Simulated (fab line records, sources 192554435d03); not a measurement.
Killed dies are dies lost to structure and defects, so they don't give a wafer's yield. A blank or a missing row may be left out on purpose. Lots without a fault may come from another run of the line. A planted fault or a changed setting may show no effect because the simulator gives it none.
Chamber matching | flow n5_finfet | N5_BEOL_M0_TRENCH_ETCH_107 on rie_diel-01: 4 sister chambers
The step etches SiOC in C4F6/O2, target depth 32.8 nm, time 16.4 s. 8 wafers are shown with their chamber, then 10 later ones without.

WAFERS WITH THEIR CHAMBER
wafer  | chamber | drypump_motor_current_A (A) | throttle_valve_pct (%)
L087.3 | 3       | 5.8                         | 20.72
L087.5 | 3       | 5.8                         | 20.69
L087.6 | 0       | 5.4                         | 21.07
L088.1 | 0       | 5.3                         | 21.05
L088.3 | 1       | 4.8                         | 20.58
L088.4 | 2       | 5.5                         | 20.80
L091.1 | 1       | 4.8                         | 20.57
L091.5 | 2       | 5.5                         | 20.81

WAFERS WITHOUT THEIR CHAMBER
wafer  | drypump_motor_current_A (A) | throttle_valve_pct (%)
L091.6 | 5.8                         | 20.70
L093.1 | 5.8                         | 20.71
L093.2 | 5.4                         | 21.08
L093.4 | 5.5                         | 20.81
L095.1 | 5.8                         | 20.72
L095.4 | 5.5                         | 20.81
L095.6 | 4.9                         | 20.60
L096.2 | 4.9                         | 20.59
L096.4 | 5.5                         | 20.83
L096.6 | 5.5                         | 20.82

WHICH CHAMBER EACH WENT THROUGH
wafer  | from the rows above | in truth
L091.6 | 3                   | 3
L093.1 | 3                   | 3
L093.2 | 0                   | 0
L093.4 | 2                   | 2
L095.1 | 3                   | 3
L095.4 | 2                   | 2
L095.6 | 1                   | 1
L096.2 | 1                   | 1
L096.4 | 2                   | 2
L096.6 | 2                   | 2
Placed correctly: 10 of 10. Can't be placed from these rows: 0. Placed wrongly: 0.
How it was worked out, from the rows above alone: a wafer's distance from a chamber is the root of the sum, over the readings, of the square of ((its reading less the chamber's mean) divided by the reading's scatter). The wafer belongs to the nearest chamber; if the next one is less than 2 further off, it can't be placed. A chamber's mean is the mean of its shown wafers. The scatter: the root of (the sum of the squares of (reading less its chamber's mean) over the shown wafers, divided by (wafers less chambers)).
